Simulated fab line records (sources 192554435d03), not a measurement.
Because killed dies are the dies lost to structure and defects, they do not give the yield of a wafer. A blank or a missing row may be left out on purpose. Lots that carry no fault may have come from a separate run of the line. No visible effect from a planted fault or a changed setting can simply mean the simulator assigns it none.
Split-lot trial :: flow n5_finfet :: 39 wafers read from 7 lots, route of 1938 steps

== THE SPLIT ==
At N5_DUMMY_GATE_ETCH_31 (etches SiO2 in C4F6/O2, target depth 82.5 nm, time 27.5 s), the setting target_depth_a was moved away from the recipe's 825 angstrom on 15 of the 39 wafers read, by -11.5% to +6.6%. For the rest of the wafers, this setting stayed at what the recipe calls for.

The reading comes from the split's own step.

== THE READING ==
SOC_of_DUMMY_GATE_COAT_34.thk_nm (the simulator's own value, which no gauge read), in nm, at N5_DUMMY_GATE_ETCH_31 (etches SiO2 in C4F6/O2, target depth 82.5 nm, time 27.5 s). There is no usual value for it anywhere in the file. Average 51.8 nm, standard deviation 0.24 nm, over the 24 wafers here run with the recipe.

wafer: L076.1
tool, chamber at the split: rie_diel-04, 3
target_depth_a as run, angstrom: 825
against the recipe: recipe
SOC_of_DUMMY_GATE_COAT_34.thk_nm, nm: 51.4
against lot-mates on the recipe: -

wafer: L076.2
tool, chamber at the split: rie_diel-04, 2
target_depth_a as run, angstrom: 757.3
against the recipe: -8.2%
SOC_of_DUMMY_GATE_COAT_34.thk_nm, nm: 52.2
against lot-mates on the recipe: +0.7

wafer: L076.3
tool, chamber at the split: rie_diel-04, 0
target_depth_a as run, angstrom: 757.3
against the recipe: -8.2%
SOC_of_DUMMY_GATE_COAT_34.thk_nm, nm: 52.2
against lot-mates on the recipe: +0.7

wafer: L076.4
tool, chamber at the split: rie_diel-04, 1
target_depth_a as run, angstrom: 757.3
against the recipe: -8.2%
SOC_of_DUMMY_GATE_COAT_34.thk_nm, nm: 52.2
against lot-mates on the recipe: +0.7

wafer: L076.5
tool, chamber at the split: rie_diel-04, 2
target_depth_a as run, angstrom: 825
against the recipe: recipe
SOC_of_DUMMY_GATE_COAT_34.thk_nm, nm: 51.6
against lot-mates on the recipe: -

wafer: L076.6
tool, chamber at the split: rie_diel-04, 1
target_depth_a as run, angstrom: 825
against the recipe: recipe
SOC_of_DUMMY_GATE_COAT_34.thk_nm, nm: 51.6
against lot-mates on the recipe: -

wafer: L088.1
tool, chamber at the split: rie_diel-04, 3
target_depth_a as run, angstrom: 825
against the recipe: recipe
SOC_of_DUMMY_GATE_COAT_34.thk_nm, nm: 51.8
against lot-mates on the recipe: -

wafer: L088.2
tool, chamber at the split: rie_diel-04, 0
target_depth_a as run, angstrom: 825
against the recipe: recipe
SOC_of_DUMMY_GATE_COAT_34.thk_nm, nm: 51.8
against lot-mates on the recipe: -

wafer: L088.3
tool, chamber at the split: rie_diel-04, 1
target_depth_a as run, angstrom: 730.4
against the recipe: -11.5%
SOC_of_DUMMY_GATE_COAT_34.thk_nm, nm: 52.8
against lot-mates on the recipe: +1.1

wafer: L088.4
tool, chamber at the split: rie_diel-04, 2
target_depth_a as run, angstrom: 825
against the recipe: recipe
SOC_of_DUMMY_GATE_COAT_34.thk_nm, nm: 51.6
against lot-mates on the recipe: -

wafer: L088.5
tool, chamber at the split: rie_diel-04, 0
target_depth_a as run, angstrom: 730.4
against the recipe: -11.5%
SOC_of_DUMMY_GATE_COAT_34.thk_nm, nm: 52.8
against lot-mates on the recipe: +1.1

wafer: L088.6
tool, chamber at the split: rie_diel-04, 1
target_depth_a as run, angstrom: 730.4
against the recipe: -11.5%
SOC_of_DUMMY_GATE_COAT_34.thk_nm, nm: 52.8
against lot-mates on the recipe: +1.1

wafer: L089.1
tool, chamber at the split: rie_diel-03, 1
target_depth_a as run, angstrom: 879.4
against the recipe: +6.6%
SOC_of_DUMMY_GATE_COAT_34.thk_nm, nm: 50.8
against lot-mates on the recipe: -0.9

wafer: L089.2
tool, chamber at the split: rie_diel-03, 3
target_depth_a as run, angstrom: 825
against the recipe: recipe
SOC_of_DUMMY_GATE_COAT_34.thk_nm, nm: 52
against lot-mates on the recipe: -

wafer: L089.3
tool, chamber at the split: rie_diel-03, 2
target_depth_a as run, angstrom: 879.4
against the recipe: +6.6%
SOC_of_DUMMY_GATE_COAT_34.thk_nm, nm: 51.2
against lot-mates on the recipe: -0.5

wafer: L089.4
tool, chamber at the split: rie_diel-03, 0
target_depth_a as run, angstrom: 825
against the recipe: recipe
SOC_of_DUMMY_GATE_COAT_34.thk_nm, nm: 51.6
against lot-mates on the recipe: -

wafer: L089.5
tool, chamber at the split: rie_diel-03, 1
target_depth_a as run, angstrom: 879.4
against the recipe: +6.6%
SOC_of_DUMMY_GATE_COAT_34.thk_nm, nm: 51.2
against lot-mates on the recipe: -0.5

wafer: L089.6
tool, chamber at the split: rie_diel-03, 2
target_depth_a as run, angstrom: 825
against the recipe: recipe
SOC_of_DUMMY_GATE_COAT_34.thk_nm, nm: 51.6
against lot-mates on the recipe: -

wafer: L090.1
tool, chamber at the split: rie_diel-04, 3
target_depth_a as run, angstrom: 825
against the recipe: recipe
SOC_of_DUMMY_GATE_COAT_34.thk_nm, nm: 51.8
against lot-mates on the recipe: -

wafer: L090.2
tool, chamber at the split: rie_diel-04, 2
target_depth_a as run, angstrom: 767.3
against the recipe: -7.0%
SOC_of_DUMMY_GATE_COAT_34.thk_nm, nm: 52.4
against lot-mates on the recipe: +0.4

wafer: L090.3
tool, chamber at the split: rie_diel-04, 0
target_depth_a as run, angstrom: 767.3
against the recipe: -7.0%
SOC_of_DUMMY_GATE_COAT_34.thk_nm, nm: 52.6
against lot-mates on the recipe: +0.6

wafer: L090.4
tool, chamber at the split: rie_diel-04, 1
target_depth_a as run, angstrom: 825
against the recipe: recipe
SOC_of_DUMMY_GATE_COAT_34.thk_nm, nm: 52
against lot-mates on the recipe: -

wafer: L090.5
tool, chamber at the split: rie_diel-04, 1
target_depth_a as run, angstrom: 825
against the recipe: recipe
SOC_of_DUMMY_GATE_COAT_34.thk_nm, nm: 52.2
against lot-mates on the recipe: -

wafer: L090.6
tool, chamber at the split: rie_diel-04, 2
target_depth_a as run, angstrom: 767.3
against the recipe: -7.0%
SOC_of_DUMMY_GATE_COAT_34.thk_nm, nm: 52.4
against lot-mates on the recipe: +0.4

wafer: L091.1
tool, chamber at the split: rie_diel-03, 0
target_depth_a as run, angstrom: 781.9
against the recipe: -5.2%
SOC_of_DUMMY_GATE_COAT_34.thk_nm, nm: 52.2
against lot-mates on the recipe: +0.5

wafer: L091.2
tool, chamber at the split: rie_diel-03, 2
target_depth_a as run, angstrom: 781.9
against the recipe: -5.2%
SOC_of_DUMMY_GATE_COAT_34.thk_nm, nm: 52
against lot-mates on the recipe: +0.3

wafer: L091.3
tool, chamber at the split: rie_diel-03, 1
target_depth_a as run, angstrom: 825
against the recipe: recipe
SOC_of_DUMMY_GATE_COAT_34.thk_nm, nm: 51.6
against lot-mates on the recipe: -

wafer: L091.4
tool, chamber at the split: rie_diel-03, 3
target_depth_a as run, angstrom: 781.9
against the recipe: -5.2%
SOC_of_DUMMY_GATE_COAT_34.thk_nm, nm: 52.4
against lot-mates on the recipe: +0.7

wafer: L091.5
tool, chamber at the split: rie_diel-03, 3
target_depth_a as run, angstrom: 825
against the recipe: recipe
SOC_of_DUMMY_GATE_COAT_34.thk_nm, nm: 52
against lot-mates on the recipe: -

wafer: L091.6
tool, chamber at the split: rie_diel-03, 2
target_depth_a as run, angstrom: 825
against the recipe: recipe
SOC_of_DUMMY_GATE_COAT_34.thk_nm, nm: 51.6
against lot-mates on the recipe: -

wafer: L092.4
tool, chamber at the split: rie_diel-04, 1
target_depth_a as run, angstrom: 825
against the recipe: recipe
SOC_of_DUMMY_GATE_COAT_34.thk_nm, nm: 51.6
against lot-mates on the recipe: -

wafer: L092.5
tool, chamber at the split: rie_diel-04, 3
target_depth_a as run, angstrom: 825
against the recipe: recipe
SOC_of_DUMMY_GATE_COAT_34.thk_nm, nm: 51.8
against lot-mates on the recipe: -

wafer: L092.6
tool, chamber at the split: rie_diel-04, 2
target_depth_a as run, angstrom: 825
against the recipe: recipe
SOC_of_DUMMY_GATE_COAT_34.thk_nm, nm: 51.6
against lot-mates on the recipe: -

wafer: L096.1
tool, chamber at the split: rie_diel-03, 1
target_depth_a as run, angstrom: 825
against the recipe: recipe
SOC_of_DUMMY_GATE_COAT_34.thk_nm, nm: 51.6
against lot-mates on the recipe: -

wafer: L096.2
tool, chamber at the split: rie_diel-03, 0
target_depth_a as run, angstrom: 825
against the recipe: recipe
SOC_of_DUMMY_GATE_COAT_34.thk_nm, nm: 51.8
against lot-mates on the recipe: -

wafer: L096.3
tool, chamber at the split: rie_diel-03, 2
target_depth_a as run, angstrom: 825
against the recipe: recipe
SOC_of_DUMMY_GATE_COAT_34.thk_nm, nm: 52.2
against lot-mates on the recipe: -

wafer: L096.4
tool, chamber at the split: rie_diel-03, 3
target_depth_a as run, angstrom: 825
against the recipe: recipe
SOC_of_DUMMY_GATE_COAT_34.thk_nm, nm: 52.2
against lot-mates on the recipe: -

wafer: L096.5
tool, chamber at the split: rie_diel-03, 0
target_depth_a as run, angstrom: 825
against the recipe: recipe
SOC_of_DUMMY_GATE_COAT_34.thk_nm, nm: 52
against lot-mates on the recipe: -

wafer: L096.6
tool, chamber at the split: rie_diel-03, 3
target_depth_a as run, angstrom: 825
against the recipe: recipe
SOC_of_DUMMY_GATE_COAT_34.thk_nm, nm: 52.2
against lot-mates on the recipe: -

FIT RESULTS
A straight line over all 39 wafers: SOC_of_DUMMY_GATE_COAT_34.thk_nm changes by -0.0853 nm for each +1% of target_depth_a; r = -0.87; the points scatter about the line by 0.23 nm.
The same after taking each lot's own level away (the mean of its wafers on the recipe; 39 wafers): -0.0888 nm for each +1%; r = -0.93; scatter 0.16 nm.
According to that fit, moving target_depth_a by its largest amount changes the reading by 1 nm.
Across the lots, their own levels run from 51.53 to 52.00 nm, a range of 2.0 times the standard deviation given above.
Consequently the slope shifts little with the lot-to-lot level, the two slopes agreeing.
Check: +0.988 nm against its lot-mates is what the line predicts for one of the wafers moved furthest among these (-11.5%) when that wafer is left out of the fit. Against them it came out at +1.07 nm.

== OTHER SPLITS ON THESE WAFERS ==
These wafers also went through other splits before the reading. Each is held against what the fit with the lots' levels taken away leaves over:
other split on the same wafers: N5_DUMMY_GATE_ETCH_37 source_w
wafers away from the commonest value: 15
r with SOC_of_DUMMY_GATE_COAT_34.thk_nm (lot level and that fit taken away): -0.01

== THE WHOLE CHAIN: every reading that the file lists as answering this split, in the file's order ==
step: N5_DUMMY_GATE_ETCH_31
what it does: etches SiO2 in C4F6/O2, target depth 82.5 nm, time 27.5 s
reading: etch.depth_nm (the simulator's own value, which no gauge read)
change (the file's fit): +0.835 nm for each +1% of the setting
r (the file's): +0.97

step: N5_DUMMY_GATE_ETCH_31
what it does: etches SiO2 in C4F6/O2, target depth 82.5 nm, time 27.5 s
reading: SOC_of_DUMMY_GATE_COAT_34.thk_nm (the simulator's own value, which no gauge read)
change (the file's fit): -0.0873 nm for each +1% of the setting
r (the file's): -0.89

== FILE'S OWN FIT ==
SOC_of_DUMMY_GATE_COAT_34.thk_nm changes by -0.0873 nm for each +1% of target_depth_a, r = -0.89.
